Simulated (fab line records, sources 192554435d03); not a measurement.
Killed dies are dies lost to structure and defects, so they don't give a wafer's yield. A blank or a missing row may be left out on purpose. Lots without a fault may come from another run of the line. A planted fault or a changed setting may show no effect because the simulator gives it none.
Split-lot experiment | flow n5_finfet | 7 lots, 21 wafers read, on a route of 1938 steps

THE SPLIT
At N5_BEOL_M10_ILD_DEP_00 (deposits SiCOH lowk from DEMS/porogen, target thk 308.51 nm, time 58 s), the setting time_s was moved away from the recipe's 58 s on 6 of the 21 wafers read, by -5.2% to +11.4%. The other wafers ran this setting at the recipe's value.

FROM THE SPLIT TO THE READING: what the file shows between them, 1 step
- N5_BEOL_M10_CURE_71: cures SiCOH lowk, time 240 s

THE READING
M10_ILD_THK, in nm, at N5_BEOL_M10_THK_MEAS_01. Fault-free wafers of this fab line usually give 267 nm, standard deviation 3.7 nm.

wafer  | tool, chamber at the split | time_s as run, s | against the recipe | M10_ILD_THK, nm | against lot-mates on the recipe
L074.1 | pecvd-02, 1                | 58               | recipe             | 262             | -
L074.3 | pecvd-02, 0                | 58               | recipe             | 270             | -
L074.5 | pecvd-02, 1                | 58               | recipe             | 263             | -
L077.1 | pecvd-01, 2                | 58               | recipe             | 259             | -
L077.2 | pecvd-01, 0                | 58               | recipe             | 264             | -
L077.4 | pecvd-01, 0                | 58               | recipe             | 269             | -
L076.1 | pecvd-02, 1                | 55               | -5.2%              | 256             | -12
L076.4 | pecvd-02, 0                | 55               | -5.2%              | 262             | -6
L076.6 | pecvd-02, 1                | 58               | recipe             | 268             | -
L079.1 | pecvd-03, 1                | 58               | recipe             | 266             | -
L079.2 | pecvd-03, 2                | 58               | recipe             | 265             | -
L079.6 | pecvd-03, 2                | 58               | recipe             | 270             | -
L083.1 | pecvd-03, 0                | 58               | recipe             | 262             | -
L083.2 | pecvd-03, 1                | 58               | recipe             | 267             | -
L083.5 | pecvd-03, 0                | 64.64            | +11.4%             | 300             | +36
L086.2 | pecvd-03, 2                | 58               | recipe             | 265             | -
L086.3 | pecvd-03, 0                | 58               | recipe             | 268             | -
L086.6 | pecvd-03, 0                | 58               | recipe             | 268             | -
L087.1 | pecvd-02, 1                | 64.39            | +11.0%             | 293             | no lot-mate on the recipe
L087.3 | pecvd-02, 0                | 64.39            | +11.0%             | 299             | no lot-mate on the recipe
L087.6 | pecvd-02, 1                | 64.39            | +11.0%             | 295             | no lot-mate on the recipe

THE FIT
A straight line over all 21 wafers: M10_ILD_THK changes by +2.58 nm for each +1% of time_s; r = +0.96; the points scatter about the line by 3.8 nm.
The same after taking each lot's own level away (the mean of its wafers on the recipe; 18 wafers): +2.7 nm for each +1%; r = +0.93; scatter 3.5 nm.
On that fit, the largest move of time_s shifts the reading by 31 nm.
The lots' own levels span 264.0 to 268.0 nm, that is 1.1 times the standard deviation above.
So the lot-to-lot level changes the slope little: the two slopes agree.
Check: with one of the wafers moved furthest among these (+11.4%) left out of the fit, the line predicts +19.9 nm for it against its lot-mates. It came out at +35.5 nm against them.

OTHER SPLITS ON THESE WAFERS
These wafers also went through other splits before the reading. Each is held against what the fit with the lots' levels taken away leaves over:
other split on the same wafers    | wafers away from the commonest value | r with M10_ILD_THK (lot level and that fit taken away)
N5_BEOL_M7_DESCUM_33 time_s       | 8                                    | +0.02
N5_BEOL_M8_COAT_60 spin_rpm       | 10                                   | -0.20
N5_BEOL_M8_EXPOSE_08 dose_mj      | 9                                    | -0.26
N5_BEOL_M8_DEP_56 time_s          | 6                                    | -0.41
N5_BEOL_M9_HM_DEP_02 target_thk_a | 11                                   | -0.23

THE WHOLE CHAIN: every reading that the file lists as answering this split, in the file's order
step                    | what it does                                                           | reading                                                                                   | change (the file's fit)              | r (the file's)
N5_BEOL_M10_ILD_DEP_00  | deposits SiCOH lowk from DEMS/porogen, target thk 308.51 nm, time 58 s | SiCOH_lowk_of_BEOL_M10_ILD_DEP_00.thk_nm (the simulator's own value, which no gauge read) | +3.22 nm for each +1% of the setting | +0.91
N5_BEOL_M10_CURE_71     | cures SiCOH lowk, time 240 s                                           | SiCOH_lowk_of_BEOL_M10_ILD_DEP_00.thk_nm (the simulator's own value, which no gauge read) | +2.85 nm for each +1% of the setting | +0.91
N5_BEOL_M10_THK_MEAS_01 |                                                                        | M10_ILD_THK                                                                               | +2.86 for each +1% of the setting    | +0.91

THE FILE'S OWN FIT
M10_ILD_THK changes by +2.86 nm for each +1% of time_s, r = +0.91.
